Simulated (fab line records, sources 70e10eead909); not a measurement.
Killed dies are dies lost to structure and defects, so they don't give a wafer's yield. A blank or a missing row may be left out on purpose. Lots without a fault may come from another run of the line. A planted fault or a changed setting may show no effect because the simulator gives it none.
Chamber matching | flow nand_harc | NHARC_A_M1_CMP_23 on cmp-03: 4 sister chambers
The step polishes, t overpolish 20 s, target thk 154.34 nm. 8 wafers are shown with their chamber, then 8 later ones without.

WAFERS WITH THEIR CHAMBER
wafer  | chamber | time_to_endpoint_s (s) | motor_current_A (A)
L078.1 | 1       | 30.6                   | 11.8
L078.6 | 3       | 29.6                   | 11.3
L082.4 | 2       | 23.0                   | 11.5
L082.6 | 0       | 26.9                   | 11.5
L080.3 | 2       | 25.9                   | 10.9
L080.4 | 3       | 32.9                   | 11.5
L080.6 | 1       | 28.3                   | 11.7
L091.1 | 0       | 24.9                   | 12.0

WAFERS WITHOUT THEIR CHAMBER
wafer  | time_to_endpoint_s (s) | motor_current_A (A)
L091.2 | 27.7                   | 12.1
L091.3 | 24.8                   | 10.7
L091.4 | 28.4                   | 11.2
L091.5 | 28.8                   | 12.2
L091.6 | 26.6                   | 10.9
L096.1 | 27.6                   | 12.0
L096.2 | 28.3                   | 11.3
L096.4 | 28.9                   | 10.6

WHICH CHAMBER EACH WENT THROUGH
wafer  | from the rows above               | in truth
L091.2 | can't be placed: 1 or 0 or 3      | 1
L091.3 | can't be placed: 2 or 0           | 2
L091.4 | can't be placed: 3 or 1 or 2 or 0 | 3
L091.5 | can't be placed: 1 or 0 or 3      | 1
L091.6 | can't be placed: 2 or 0 or 3 or 1 | 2
L096.1 | can't be placed: 0 or 1 or 3 or 2 | 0
L096.2 | can't be placed: 3 or 1 or 0 or 2 | 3
L096.4 | can't be placed: 3 or 2 or 1 or 0 | 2
Placed correctly: 0 of 8. Can't be placed from these rows: 8 (the true chamber is among the candidates in 8). Placed wrongly: 0.
How it was worked out, from the rows above alone: a wafer's distance from a chamber is the root of the sum, over the readings, of the square of ((its reading less the chamber's mean) divided by the reading's scatter). The wafer belongs to the nearest chamber; if the next one is less than 2 further off, it can't be placed. A chamber's mean is the mean of its shown wafers. The scatter: the root of (the sum of the squares of (reading less its chamber's mean) over the shown wafers, divided by (wafers less chambers)).
